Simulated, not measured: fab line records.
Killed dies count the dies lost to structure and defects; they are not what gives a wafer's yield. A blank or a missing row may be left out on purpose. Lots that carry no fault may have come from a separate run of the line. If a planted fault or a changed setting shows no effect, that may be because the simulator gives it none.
Chamber matching :: flow nand-harc :: 4 sister chambers for NHARC_A_CHANNEL_FILL_D1_ETCHBACK_19 on rie-si-02
The step etches the open film in HBr/Cl2, target depth 5 nm, time 1.7 s. 16 wafers are shown with their chamber, then 8 later ones without.

## WAFERS WITH THEIR CHAMBER
wafer: L075.1
chamber: 2
drypump-motor-current-A (A): 6.6
he-backside-leak-sccm (sccm): 2.8
oes-product-au (a.u.): 0.990

wafer: L075.3
chamber: 3
drypump-motor-current-A (A): 5.7
he-backside-leak-sccm (sccm): 2.5
oes-product-au (a.u.): 1.015

wafer: L075.6
chamber: 1
drypump-motor-current-A (A): 5.9
he-backside-leak-sccm (sccm): 2.4
oes-product-au (a.u.): 0.990

wafer: L076.2
chamber: 3
drypump-motor-current-A (A): 5.7
he-backside-leak-sccm (sccm): 3.6
oes-product-au (a.u.): 1.024

wafer: L076.4
chamber: 2
drypump-motor-current-A (A): 6.6
he-backside-leak-sccm (sccm): 2.8
oes-product-au (a.u.): 0.997

wafer: L076.6
chamber: 0
drypump-motor-current-A (A): 5.4
he-backside-leak-sccm (sccm): 2.5
oes-product-au (a.u.): 0.999

wafer: L077.2
chamber: 3
drypump-motor-current-A (A): 5.7
he-backside-leak-sccm (sccm): 2.5
oes-product-au (a.u.): 1.005

wafer: L077.4
chamber: 1
drypump-motor-current-A (A): 5.9
he-backside-leak-sccm (sccm): 2.4
oes-product-au (a.u.): 1.004

wafer: L077.5
chamber: 2
drypump-motor-current-A (A): 6.6
he-backside-leak-sccm (sccm): 2.8
oes-product-au (a.u.): 1.008

wafer: L079.2
chamber: 2
drypump-motor-current-A (A): 6.6
he-backside-leak-sccm (sccm): 2.9
oes-product-au (a.u.): 0.993

wafer: L079.3
chamber: 1
drypump-motor-current-A (A): 5.9
he-backside-leak-sccm (sccm): 2.3
oes-product-au (a.u.): 1.008

wafer: L079.6
chamber: 3
drypump-motor-current-A (A): 5.7
he-backside-leak-sccm (sccm): 2.4
oes-product-au (a.u.): 1.017

wafer: L083.1
chamber: 0
drypump-motor-current-A (A): 5.4
he-backside-leak-sccm (sccm): 2.3
oes-product-au (a.u.): 1.004

wafer: L083.2
chamber: 2
drypump-motor-current-A (A): 6.6
he-backside-leak-sccm (sccm): 3.0
oes-product-au (a.u.): 1.005

wafer: L083.3
chamber: 1
drypump-motor-current-A (A): 6.0
he-backside-leak-sccm (sccm): 2.3
oes-product-au (a.u.): 1.014

wafer: L086.1
chamber: 1
drypump-motor-current-A (A): 5.9
he-backside-leak-sccm (sccm): 2.4
oes-product-au (a.u.): 1.014

SIGNATURES, as means of the wafers listed above
reading: drypump-motor-current-A
chamber 0: 5.400
chamber 1: 5.920
chamber 2: 6.600
chamber 3: 5.700
scatter within a chamber: 0.0258

reading: he-backside-leak-sccm
chamber 0: 2.400
chamber 1: 2.360
chamber 2: 2.860
chamber 3: 2.750
scatter within a chamber: 0.294

reading: oes-product-au
chamber 0: 1.00150
chamber 1: 1.00600
chamber 2: 0.99860
chamber 3: 1.01525
scatter within a chamber: 0.0083
Rule: for each reading, subtract the chamber's mean from the wafer's reading, divide by that reading's scatter and square the result; add these up over the readings and take the root, which gives the wafer's distance from the chamber. The wafer belongs to the nearest chamber; if the next one is less than 2 further off, it can't be placed. The scatter is the square root of a quotient: the sum, over the shown wafers, of each reading's squared deviation from its chamber's mean, divided by wafers minus chambers.

## WAFERS WITHOUT THEIR CHAMBER
wafer: L086.4
drypump-motor-current-A (A): 6.6
he-backside-leak-sccm (sccm): 2.8
oes-product-au (a.u.): 1.011

wafer: L086.6
drypump-motor-current-A (A): 6.6
he-backside-leak-sccm (sccm): 2.8
oes-product-au (a.u.): 1.004

wafer: L089.3
drypump-motor-current-A (A): 5.6
he-backside-leak-sccm (sccm): 2.7
oes-product-au (a.u.): 1.001

wafer: L089.5
drypump-motor-current-A (A): 6.6
he-backside-leak-sccm (sccm): 2.7
oes-product-au (a.u.): 1.012

wafer: L089.6
drypump-motor-current-A (A): 5.9
he-backside-leak-sccm (sccm): 2.5
oes-product-au (a.u.): 1.017

wafer: L094.1
drypump-motor-current-A (A): 5.7
he-backside-leak-sccm (sccm): 2.4
oes-product-au (a.u.): 0.995

wafer: L094.3
drypump-motor-current-A (A): 6.6
he-backside-leak-sccm (sccm): 2.9
oes-product-au (a.u.): 1.008

wafer: L094.5
drypump-motor-current-A (A): 5.7
he-backside-leak-sccm (sccm): 2.3
oes-product-au (a.u.): 0.998

## EACH ONE'S CHAMBER
wafer: L086.4
from the rows above: 2
in truth: 2

wafer: L086.6
from the rows above: 2
in truth: 2

wafer: L089.3
from the rows above: 3
in truth: 3

wafer: L089.5
from the rows above: 2
in truth: 2

wafer: L089.6
from the rows above: 1
in truth: 1

wafer: L094.1
from the rows above: 3
in truth: 3

wafer: L094.3
from the rows above: 2
in truth: 2

wafer: L094.5
from the rows above: 3
in truth: 3
8 of 8 placed correctly. Number that these rows cannot place: 0. Number placed wrongly: 0.
